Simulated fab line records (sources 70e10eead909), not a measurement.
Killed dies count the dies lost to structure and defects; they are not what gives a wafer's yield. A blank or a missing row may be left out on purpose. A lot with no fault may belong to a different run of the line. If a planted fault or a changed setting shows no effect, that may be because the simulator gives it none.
Which tool did it? | flow nand-harc | 18 wafers from 6 lots sampled at 3 of the route's 1302 steps

## WHAT THE GAUGES READ, wafer by wafer
NHARC_A_ONON_D2_THK_MEAS_02: measures by ellipsometry.
lot  | measured     | on            | thk-nm (nm)
L718 | day 13 13:31 | film-metro-02 | 1011 1013 1013
L721 | day 14 03:43 | film-metro-02 | 1008 1009 1008
L725 | day 16 18:17 | film-metro-01 | 1000 1000 1001
L730 | day 18 12:42 | film-metro-01 | 993 994 993
L737 | day 21 04:55 | film-metro-01 | 1001 1001 1000
L739 | day 21 19:05 | film-metro-01 | 1005 1006 1005

## WHICH TOOL RAN EACH LOT (tool, then ch and the chambers of the sampled wafers, then the start)
lot  | NHARC_A_CHANNEL_FILL_D1_ETCHBACK_20 | NHARC_A_DECK1_JOINT_CMP_13
L718 | rie-diel-13 ch 1,2, day 11 00:19    | cmp-02 ch 0,1,2, day 12 10:07
L721 | rie-diel-13 ch 2,3, day 11 15:21    | cmp-01 ch 0,1,3, day 13 01:34
L725 | rie-diel-13 ch 1,3, day 14 04:30    | cmp-03 ch 0,1,3, day 15 17:15
L730 | rie-diel-13 ch 1,3, day 16 00:22    | cmp-02 ch 0,1,3, day 17 10:43
L737 | rie-diel-13 ch 1,3, day 18 15:29    | cmp-01 ch 2,3, day 20 01:40
L739 | rie-diel-08 ch 1,2, day 19 09:25    | cmp-01 ch 1,2,3, day 20 19:21
- NHARC_A_CHANNEL_FILL_D1_ETCHBACK_20: etches the open film in C4F8/O2/Ar, target depth 27 nm, time 13.5 s.
- NHARC_A_DECK1_JOINT_CMP_13: polishes, target thk 51.023 nm.

## THE ANSWER, worked out from the rows above alone
Rule: usual is defined by the lots themselves. The widest of any qualifying gaps counts: lots, ordered by their means at a reading, are off when they make up no more than a third of the lots, leave a main group of 4 or more, and stand apart from it by 3 or more times the standard deviation of that group's means. Not used: any main group whose means are identical at the precision the tables above print for the reading. A lot without any number at a reading at which 4 lots or more have one is off too. Where the step has rows for the other lots, those lots are counted as sound.
No lot is off on any of the readings shown, so nothing can be concluded from this.

## WHAT THE SIMULATOR PUT IN
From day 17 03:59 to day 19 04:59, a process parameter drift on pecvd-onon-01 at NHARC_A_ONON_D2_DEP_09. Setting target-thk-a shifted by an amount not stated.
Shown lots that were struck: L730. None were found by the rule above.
